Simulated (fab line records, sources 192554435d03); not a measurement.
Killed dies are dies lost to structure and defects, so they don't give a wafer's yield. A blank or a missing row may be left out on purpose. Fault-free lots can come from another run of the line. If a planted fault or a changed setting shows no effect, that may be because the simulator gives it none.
Matching of chambers / flow n5 finfet / rie diel-05 running N5_BEOL_M2_ETCH_70: 4 sister chambers
The step etches SOC in N2/H2, target depth 80 nm, overetch 24 nm, time 130 s. 4 wafers are shown with their chamber, then 10 later ones without.

== WAFERS PAIRED WITH THEIR CHAMBERS ==
wafer=L084.5; chamber=0; showerhead plenum p Torr (Torr)=2.48
wafer=L089.3; chamber=2; showerhead plenum p Torr (Torr)=2.71
wafer=L091.2; chamber=1; showerhead plenum p Torr (Torr)=2.57
wafer=L091.4; chamber=3; showerhead plenum p Torr (Torr)=2.63

== WAFERS WHOSE CHAMBER IS MISSING ==
wafer=L091.6; showerhead plenum p Torr (Torr)=2.57
wafer=L092.2; showerhead plenum p Torr (Torr)=2.63
wafer=L092.3; showerhead plenum p Torr (Torr)=2.57
wafer=L092.5; showerhead plenum p Torr (Torr)=2.57
wafer=L094.1; showerhead plenum p Torr (Torr)=2.47
wafer=L094.3; showerhead plenum p Torr (Torr)=2.70
wafer=L094.4; showerhead plenum p Torr (Torr)=2.57
wafer=L093.1; showerhead plenum p Torr (Torr)=2.47
wafer=L093.4; showerhead plenum p Torr (Torr)=2.57
wafer=L093.6; showerhead plenum p Torr (Torr)=2.57

== WHICH CHAMBER EACH WENT THROUGH ==
wafer=L091.6; from the rows above=1; in truth=1
wafer=L092.2; from the rows above=3; in truth=3
wafer=L092.3; from the rows above=1; in truth=1
wafer=L092.5; from the rows above=1; in truth=1
wafer=L094.1; from the rows above=0; in truth=0
wafer=L094.3; from the rows above=2; in truth=2
wafer=L094.4; from the rows above=1; in truth=1
wafer=L093.1; from the rows above=0; in truth=0
wafer=L093.4; from the rows above=1; in truth=1
wafer=L093.6; from the rows above=1; in truth=1
Correct placement for 10 of the 10. Not placeable from these rows: 0. Number placed wrongly: 0.
How it was worked out, from the rows above alone: a wafer's distance from a chamber is the root of the sum, over the readings, of the square of ((its reading less the chamber's mean) divided by the reading's scatter). If the next closest chamber is less than 2 further off than the closest, the wafer can't be placed; otherwise it belongs to the closest. Each chamber's mean is taken over the wafers shown for it. The scatter (one wafer shown for each chamber): square how far every hidden wafer sits from the nearest shown wafer, average those squares and take the square root.
